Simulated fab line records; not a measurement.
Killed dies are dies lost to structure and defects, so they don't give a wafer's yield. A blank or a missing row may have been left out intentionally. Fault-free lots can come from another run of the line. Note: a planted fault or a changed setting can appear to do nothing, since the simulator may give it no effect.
Split-lot experiment || flow n5_finfet || on a route of 1938 steps: 7 lots, 39 wafers read

== THE SPLIT ITSELF ==
At N5_BEOL_M11_CVD_75 (deposits Co from CCTBA/H2, target thk 2 nm, time 138.9 s), the setting target_thk_a was moved away from the recipe's 20 angstrom on 15 of the 39 wafers read, by -41.7% to +49.2%. This setting was run at the recipe's value on the other wafers.

The split's own step is where the reading is taken.

== THE READING ==
Co_of_BEOL_M11_CVD_75.thk_nm (the simulator's own value, which no gauge read), in nm, at N5_BEOL_M11_CVD_75 (deposits Co from CCTBA/H2, target thk 2 nm, time 138.9 s). The file gives no usual value for it. Average 2.0 nm, standard deviation 0.099 nm, over the 24 wafers here run with the recipe.

{"wafer": "L078.1", "tool, chamber at the split": "cvd_co-02, 0,2,0", "target_thk_a as run, angstrom": 20, "against the recipe": "recipe", "Co_of_BEOL_M11_CVD_75.thk_nm, nm": 2, "against lot-mates on the recipe": "-"}
{"wafer": "L078.4", "tool, chamber at the split": "cvd_co-02, 0,2,0", "target_thk_a as run, angstrom": 20, "against the recipe": "recipe", "Co_of_BEOL_M11_CVD_75.thk_nm, nm": 2, "against lot-mates on the recipe": "-"}
{"wafer": "L078.5", "tool, chamber at the split": "cvd_co-02, 0,2,0", "target_thk_a as run, angstrom": 20, "against the recipe": "recipe", "Co_of_BEOL_M11_CVD_75.thk_nm, nm": 2, "against lot-mates on the recipe": "-"}
{"wafer": "L078.2", "tool, chamber at the split": "cvd_co-02, 1", "target_thk_a as run, angstrom": 13.32, "against the recipe": "-33.4%", "Co_of_BEOL_M11_CVD_75.thk_nm, nm": 1.2, "against lot-mates on the recipe": -0.8}
{"wafer": "L078.6", "tool, chamber at the split": "cvd_co-02, 1", "target_thk_a as run, angstrom": 13.32, "against the recipe": "-33.4%", "Co_of_BEOL_M11_CVD_75.thk_nm, nm": 1.2, "against lot-mates on the recipe": -0.8}
{"wafer": "L078.3", "tool, chamber at the split": "cvd_co-02, 2", "target_thk_a as run, angstrom": 13.32, "against the recipe": "-33.4%", "Co_of_BEOL_M11_CVD_75.thk_nm, nm": 1.4, "against lot-mates on the recipe": -0.6}
{"wafer": "L077.1", "tool, chamber at the split": "cvd_co-02, 1,2,0", "target_thk_a as run, angstrom": 20, "against the recipe": "recipe", "Co_of_BEOL_M11_CVD_75.thk_nm, nm": 2, "against lot-mates on the recipe": "-"}
{"wafer": "L077.2", "tool, chamber at the split": "cvd_co-02, 1,2,0", "target_thk_a as run, angstrom": 20, "against the recipe": "recipe", "Co_of_BEOL_M11_CVD_75.thk_nm, nm": 2, "against lot-mates on the recipe": "-"}
{"wafer": "L077.3", "tool, chamber at the split": "cvd_co-02, 1,2,0", "target_thk_a as run, angstrom": 20, "against the recipe": "recipe", "Co_of_BEOL_M11_CVD_75.thk_nm, nm": 2, "against lot-mates on the recipe": "-"}
{"wafer": "L077.4", "tool, chamber at the split": "cvd_co-02, 0,2,1", "target_thk_a as run, angstrom": 11.66, "against the recipe": "-41.7%", "Co_of_BEOL_M11_CVD_75.thk_nm, nm": 1.2, "against lot-mates on the recipe": -0.8}
{"wafer": "L077.5", "tool, chamber at the split": "cvd_co-02, 0,2,1", "target_thk_a as run, angstrom": 11.66, "against the recipe": "-41.7%", "Co_of_BEOL_M11_CVD_75.thk_nm, nm": 1.2, "against lot-mates on the recipe": -0.8}
{"wafer": "L077.6", "tool, chamber at the split": "cvd_co-02, 0,2,1", "target_thk_a as run, angstrom": 11.66, "against the recipe": "-41.7%", "Co_of_BEOL_M11_CVD_75.thk_nm, nm": 1.2, "against lot-mates on the recipe": -0.8}
{"wafer": "L085.1", "tool, chamber at the split": "cvd_co-02, 1,0", "target_thk_a as run, angstrom": 20, "against the recipe": "recipe", "Co_of_BEOL_M11_CVD_75.thk_nm, nm": 2, "against lot-mates on the recipe": "-"}
{"wafer": "L085.4", "tool, chamber at the split": "cvd_co-02, 1,0", "target_thk_a as run, angstrom": 20, "against the recipe": "recipe", "Co_of_BEOL_M11_CVD_75.thk_nm, nm": 2, "against lot-mates on the recipe": "-"}
{"wafer": "L085.2", "tool, chamber at the split": "cvd_co-02, 2", "target_thk_a as run, angstrom": 26.48, "against the recipe": "+32.4%", "Co_of_BEOL_M11_CVD_75.thk_nm, nm": 2.8, "against lot-mates on the recipe": "+0.7"}
{"wafer": "L085.3", "tool, chamber at the split": "cvd_co-02, 0,1", "target_thk_a as run, angstrom": 26.48, "against the recipe": "+32.4%", "Co_of_BEOL_M11_CVD_75.thk_nm, nm": 2.6, "against lot-mates on the recipe": "+0.5"}
{"wafer": "L085.5", "tool, chamber at the split": "cvd_co-02, 0,1", "target_thk_a as run, angstrom": 26.48, "against the recipe": "+32.4%", "Co_of_BEOL_M11_CVD_75.thk_nm, nm": 2.6, "against lot-mates on the recipe": "+0.5"}
{"wafer": "L085.6", "tool, chamber at the split": "cvd_co-02, 2", "target_thk_a as run, angstrom": 20, "against the recipe": "recipe", "Co_of_BEOL_M11_CVD_75.thk_nm, nm": 2.2, "against lot-mates on the recipe": "-"}
{"wafer": "L083.1", "tool, chamber at the split": "cvd_co-01, 0,2", "target_thk_a as run, angstrom": 20, "against the recipe": "recipe", "Co_of_BEOL_M11_CVD_75.thk_nm, nm": 2, "against lot-mates on the recipe": "-"}
{"wafer": "L083.2", "tool, chamber at the split": "cvd_co-01, 0,2", "target_thk_a as run, angstrom": 20, "against the recipe": "recipe", "Co_of_BEOL_M11_CVD_75.thk_nm, nm": 2, "against lot-mates on the recipe": "-"}
{"wafer": "L083.3", "tool, chamber at the split": "cvd_co-01, 1", "target_thk_a as run, angstrom": 29.84, "against the recipe": "+49.2%", "Co_of_BEOL_M11_CVD_75.thk_nm, nm": 3.2, "against lot-mates on the recipe": "+1.1"}
{"wafer": "L083.4", "tool, chamber at the split": "cvd_co-01, 1", "target_thk_a as run, angstrom": 20, "against the recipe": "recipe", "Co_of_BEOL_M11_CVD_75.thk_nm, nm": 2.2, "against lot-mates on the recipe": "-"}
{"wafer": "L083.5", "tool, chamber at the split": "cvd_co-01, 2,0", "target_thk_a as run, angstrom": 29.84, "against the recipe": "+49.2%", "Co_of_BEOL_M11_CVD_75.thk_nm, nm": 3, "against lot-mates on the recipe": "+0.9"}
{"wafer": "L083.6", "tool, chamber at the split": "cvd_co-01, 2,0", "target_thk_a as run, angstrom": 29.84, "against the recipe": "+49.2%", "Co_of_BEOL_M11_CVD_75.thk_nm, nm": 3, "against lot-mates on the recipe": "+0.9"}
{"wafer": "L087.3", "tool, chamber at the split": "cvd_co-02, 2,0,1", "target_thk_a as run, angstrom": 20, "against the recipe": "recipe", "Co_of_BEOL_M11_CVD_75.thk_nm, nm": 2, "against lot-mates on the recipe": "-"}
{"wafer": "L087.5", "tool, chamber at the split": "cvd_co-02, 2,0,1", "target_thk_a as run, angstrom": 20, "against the recipe": "recipe", "Co_of_BEOL_M11_CVD_75.thk_nm, nm": 2, "against lot-mates on the recipe": "-"}
{"wafer": "L087.6", "tool, chamber at the split": "cvd_co-02, 2,0,1", "target_thk_a as run, angstrom": 20, "against the recipe": "recipe", "Co_of_BEOL_M11_CVD_75.thk_nm, nm": 2, "against lot-mates on the recipe": "-"}
{"wafer": "L093.1", "tool, chamber at the split": "cvd_co-01, 1,0,1", "target_thk_a as run, angstrom": 24.98, "against the recipe": "+24.9%", "Co_of_BEOL_M11_CVD_75.thk_nm, nm": 2.4, "against lot-mates on the recipe": "+0.5"}
{"wafer": "L093.4", "tool, chamber at the split": "cvd_co-01, 1,0,1", "target_thk_a as run, angstrom": 24.98, "against the recipe": "+24.9%", "Co_of_BEOL_M11_CVD_75.thk_nm, nm": 2.4, "against lot-mates on the recipe": "+0.5"}
{"wafer": "L093.5", "tool, chamber at the split": "cvd_co-01, 1,0,1", "target_thk_a as run, angstrom": 24.98, "against the recipe": "+24.9%", "Co_of_BEOL_M11_CVD_75.thk_nm, nm": 2.4, "against lot-mates on the recipe": "+0.5"}
{"wafer": "L093.2", "tool, chamber at the split": "cvd_co-01, 2", "target_thk_a as run, angstrom": 20, "against the recipe": "recipe", "Co_of_BEOL_M11_CVD_75.thk_nm, nm": 1.8, "against lot-mates on the recipe": "-"}
{"wafer": "L093.6", "tool, chamber at the split": "cvd_co-01, 2", "target_thk_a as run, angstrom": 20, "against the recipe": "recipe", "Co_of_BEOL_M11_CVD_75.thk_nm, nm": 1.8, "against lot-mates on the recipe": "-"}
{"wafer": "L093.3", "tool, chamber at the split": "cvd_co-01, 0", "target_thk_a as run, angstrom": 20, "against the recipe": "recipe", "Co_of_BEOL_M11_CVD_75.thk_nm, nm": 2, "against lot-mates on the recipe": "-"}
{"wafer": "L095.1", "tool, chamber at the split": "cvd_co-02, 1,2,2,1", "target_thk_a as run, angstrom": 20, "against the recipe": "recipe", "Co_of_BEOL_M11_CVD_75.thk_nm, nm": 2, "against lot-mates on the recipe": "-"}
{"wafer": "L095.3", "tool, chamber at the split": "cvd_co-02, 1,2,2,1", "target_thk_a as run, angstrom": 20, "against the recipe": "recipe", "Co_of_BEOL_M11_CVD_75.thk_nm, nm": 2, "against lot-mates on the recipe": "-"}
{"wafer": "L095.4", "tool, chamber at the split": "cvd_co-02, 1,2,2,1", "target_thk_a as run, angstrom": 20, "against the recipe": "recipe", "Co_of_BEOL_M11_CVD_75.thk_nm, nm": 2, "against lot-mates on the recipe": "-"}
{"wafer": "L095.6", "tool, chamber at the split": "cvd_co-02, 1,2,2,1", "target_thk_a as run, angstrom": 20, "against the recipe": "recipe", "Co_of_BEOL_M11_CVD_75.thk_nm, nm": 2, "against lot-mates on the recipe": "-"}
{"wafer": "L095.2", "tool, chamber at the split": "cvd_co-02, 0", "target_thk_a as run, angstrom": 20, "against the recipe": "recipe", "Co_of_BEOL_M11_CVD_75.thk_nm, nm": 1.8, "against lot-mates on the recipe": "-"}
{"wafer": "L095.5", "tool, chamber at the split": "cvd_co-02, 0", "target_thk_a as run, angstrom": 20, "against the recipe": "recipe", "Co_of_BEOL_M11_CVD_75.thk_nm, nm": 1.8, "against lot-mates on the recipe": "-"}
Where a row lists several chambers, the file gives one row for several wafers and doesn't say which wafer went through which chamber.

THE FIT
A straight line over all 39 wafers: Co_of_BEOL_M11_CVD_75.thk_nm changes by +0.0205 nm for each +1% of target_thk_a; r = +0.98; the points scatter about the line by 0.1 nm.
The same after taking each lot's own level away (the mean of its wafers on the recipe; 39 wafers): +0.0201 nm for each +1%; r = +0.99; scatter 0.081 nm.
On that fit, the largest move of target_thk_a shifts the reading by 0.99 nm.
Measured against the standard deviation above, the lots' own levels, which go from 1.87 to 2.07 nm, span 2.0 times it.
The two slopes agree, so the slope changes little with the lot-to-lot level.
Check: for one of the wafers moved furthest among these (+49.2%), held out of the fit, the line's prediction against its lot-mates is +0.966 nm. Against them it came out at +1.13 nm.

== OTHER SPLITS APPLIED TO THESE WAFERS ==
Note: prior to the reading, these wafers also went through further splits. Each is held against what the fit with the lots' levels taken away leaves over:
{"other split on the same wafers": "N5_BEOL_M6_ILD_DEP_00 target_thk_a", "wafers away from the commonest value": 12, "r with Co_of_BEOL_M11_CVD_75.thk_nm (lot level and that fit taken away)": "+0.06"}
{"other split on the same wafers": "N5_BEOL_M8_ILD_DEP_00 target_thk_a", "wafers away from the commonest value": 15, "r with Co_of_BEOL_M11_CVD_75.thk_nm (lot level and that fit taken away)": "+0.11"}

== FILE'S OWN FIT ==
Co_of_BEOL_M11_CVD_75.thk_nm changes by +0.0201 nm for each +1% of target_thk_a, r = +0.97.
